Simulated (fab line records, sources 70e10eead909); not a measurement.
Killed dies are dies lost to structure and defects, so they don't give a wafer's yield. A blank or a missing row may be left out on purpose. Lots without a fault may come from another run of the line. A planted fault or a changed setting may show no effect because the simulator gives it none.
Which tool did it? | flow nand_harc | 13 lots, 39 wafers sampled, at 6 steps of a route of 1159

WHAT THE GAUGES READ, wafer by wafer
NHARC_P_STI_OCD_MEAS_43.
lot  | measured    | on     | trench_depth_nm (nm) | trench_foot_cd_nm (nm)
L899 | day 2 12:10 | ocd-01 | 299 301 304          | 160.3 156.2 154.1
L900 | day 2 20:37 | ocd-02 | 303 301 303          | 156.1 157.7 155.9
L901 | day 3 02:48 | ocd-02 | 302 300 299          | 159.1 157.9 158.2
L902 | day 3 10:31 | ocd-01 | 295 301 296          | 159.5 158.6 161.7
L905 | day 4 01:26 | ocd-01 | 300 303 301          | 156.4 153.7 152.6
L907 | day 4 09:39 | ocd-02 | 307 311 306          | 155.7 155.4 160.3
L906 | day 4 09:54 | ocd-01 | 305 301 301          | 159.7 155.7 158.0
L908 | day 4 18:35 | ocd-02 | 307 305 303          | 156.1 156.7 153.6
L911 | day 5 14:19 | ocd-01 | 306 304 305          | 159.5 159.9 155.4
L918 | day 7 06:48 | ocd-01 | 303 300 306          | 152.9 163.4 159.9
L919 | day 7 12:37 | ocd-01 | 299 300 304          | 156.6 155.4 159.1
L920 | day 7 20:34 | ocd-01 | 299 305 301          | 161.1 155.8 160.9
L921 | day 8 00:02 | ocd-01 | 298 293 293          | 159.6 157.4 163.7

NHARC_P_STI_INSPECT_25.
lot  | measured    | on                | raw_defect_count
L899 | day 3 13:15 | defect_inspect-02 | 153 186 172
L900 | day 4 01:21 | defect_inspect-02 | 289 152 224
L901 | day 4 05:52 | defect_inspect-02 | 250 252 234
L902 | day 4 14:45 | defect_inspect-02 | 284 293 255
L905 | day 5 07:50 | defect_inspect-01 | 243 264 265
L907 | day 5 18:23 | defect_inspect-02 | 225 380 246
L906 | day 5 18:23 | defect_inspect-01 | 114 150 113
L908 | day 6 02:58 | defect_inspect-02 | 171 121 159
L911 | day 6 23:31 | defect_inspect-01 | 152 144 282
L918 | day 8 11:06 | defect_inspect-01 | 237 292 372
L919 | day 8 11:06 | defect_inspect-02 | 219 200 213
L920 | day 9 01:54 | defect_inspect-02 | 346 317 340
L921 | day 9 01:54 | defect_inspect-01 | 107 164 127

NHARC_P_GATE_CD_MEAS_26: target cd 120 nm.
lot  | measured     | on        | cd_nm (nm)
L899 | day 4 11:20  | cd_sem-02 | 120.4 120.6 120.2
L900 | day 4 23:56  | cd_sem-03 | 119.6 118.8 119.7
L901 | day 5 06:00  | cd_sem-01 | 119.0 119.6 118.9
L902 | day 5 13:19  | cd_sem-01 | 120.5 120.2 120.4
L905 | day 6 05:50  | cd_sem-01 | 121.1 120.8 120.1
L907 | day 6 16:25  | cd_sem-01 | 119.8 119.4 120.5
L906 | day 6 16:35  | cd_sem-02 | 119.6 119.1 119.2
L908 | day 7 00:50  | cd_sem-03 | 92.2 91.7 91.5
L911 | day 7 21:39  | cd_sem-02 | 119.7 118.8 119.8
L918 | day 9 09:01  | cd_sem-02 | 120.4 120.3 120.1
L919 | day 9 09:10  | cd_sem-03 | 120.0 120.2 119.7
L920 | day 10 01:16 | cd_sem-01 | 119.9 119.7 120.5
L921 | day 10 01:50 | cd_sem-02 | 119.4 119.3 119.0

NHARC_P_GATE_INSPECT_28.
lot  | measured     | on                | raw_defect_count
L899 | day 4 11:27  | defect_inspect-02 | 11 7 18
L900 | day 5 00:04  | defect_inspect-01 | 14 3 7
L901 | day 5 06:08  | defect_inspect-01 | 6 2 6
L902 | day 5 13:26  | defect_inspect-01 | 4 7 7
L905 | day 6 05:57  | defect_inspect-01 | 14 13 16
L907 | day 6 16:33  | defect_inspect-02 | 6 5 5
L906 | day 6 16:43  | defect_inspect-02 | 5 6 7
L908 | day 7 00:57  | defect_inspect-02 | 8 8 5
L911 | day 7 21:46  | defect_inspect-02 | 5 4 6
L918 | day 9 09:08  | defect_inspect-01 | 8 7 3
L919 | day 9 09:18  | defect_inspect-02 | 6 0 6
L920 | day 10 01:23 | defect_inspect-01 | 4 5 5
L921 | day 10 01:58 | defect_inspect-01 | 6 3 9

NHARC_END_SORT_01.
lot  | measured     | on        | killed_at_array | killed_at_other | killed_at_periphery | killed_dies | killed_open | killed_short
L908 | day 21 19:04 | prober-01 | 23 26 24        | 1 0 0           | 557 627 631         | 581 653 655 | 3 9 3       | 0 2 3

WHICH TOOL RAN EACH LOT (tool, then ch and the chambers of the sampled wafers, then the start)
lot  | NHARC_P_GATE_EXPOSE_23
L899 | arfi_scanner-02 ch 0, day 4 11:11
L900 | arfi_scanner-01 ch 0, day 4 23:47
L901 | arfi_scanner-01 ch 0, day 5 05:52
L902 | arfi_scanner-01 ch 0, day 5 13:11
L905 | arfi_scanner-02 ch 0, day 6 05:41
L907 | arfi_scanner-01 ch 0, day 6 16:17
L906 | arfi_scanner-02 ch 0, day 6 16:26
L908 | arfi_scanner-01 ch 0, day 7 00:41
L911 | arfi_scanner-01 ch 0, day 7 21:31
L918 | arfi_scanner-03 ch 0, day 9 08:53
L919 | arfi_scanner-02 ch 0, day 9 09:02
L920 | arfi_scanner-03 ch 0, day 10 01:08
L921 | arfi_scanner-01 ch 0, day 10 01:41
- NHARC_P_GATE_EXPOSE_23: exposes mask P GATE, target cd 120 nm.

WHAT THE TOOLS THEMSELVES READ (means of the sampled wafers that have a number; where no wafer has one, the mark that the record gives instead)
The record holds no such reading with a usual standard deviation.

THE ANSWER, worked out from the rows above alone
Rule: what is usual is taken from the lots themselves. Put in order of their means at a reading, lots are off if they are a third of the lots or fewer, leave a main group of 4 or more, and stand apart from it by a gap of 3 or more times the standard deviation of the main group's means; of several such gaps the widest counts. A main group whose means are all the same, to the digits that the tables above print for the reading, isn't used. A lot without any number at a reading at which 4 lots or more have one is off too. The other lots that the step has rows for count as sound. The gauges are gone through in route order, then the tools' own readings, and for those a lot's mean is taken as printed above. The first step at which some lot is off is used, and at that step the reading that is off furthest; a lot without a number counts as furthest.
Off: L908, at NHARC_P_GATE_CD_MEAS_26 (cd_nm). The main group: mean 119.8 nm, standard deviation 0.5.
A tool fits if, at a process step before that reading, it ran every lot that is off, and no sound lot after the first of them. The gauges at NHARC_P_GATE_CD_MEAS_26 are tried like those tools. None of those tried fits.

WHAT THE SIMULATOR HAD PUT IN
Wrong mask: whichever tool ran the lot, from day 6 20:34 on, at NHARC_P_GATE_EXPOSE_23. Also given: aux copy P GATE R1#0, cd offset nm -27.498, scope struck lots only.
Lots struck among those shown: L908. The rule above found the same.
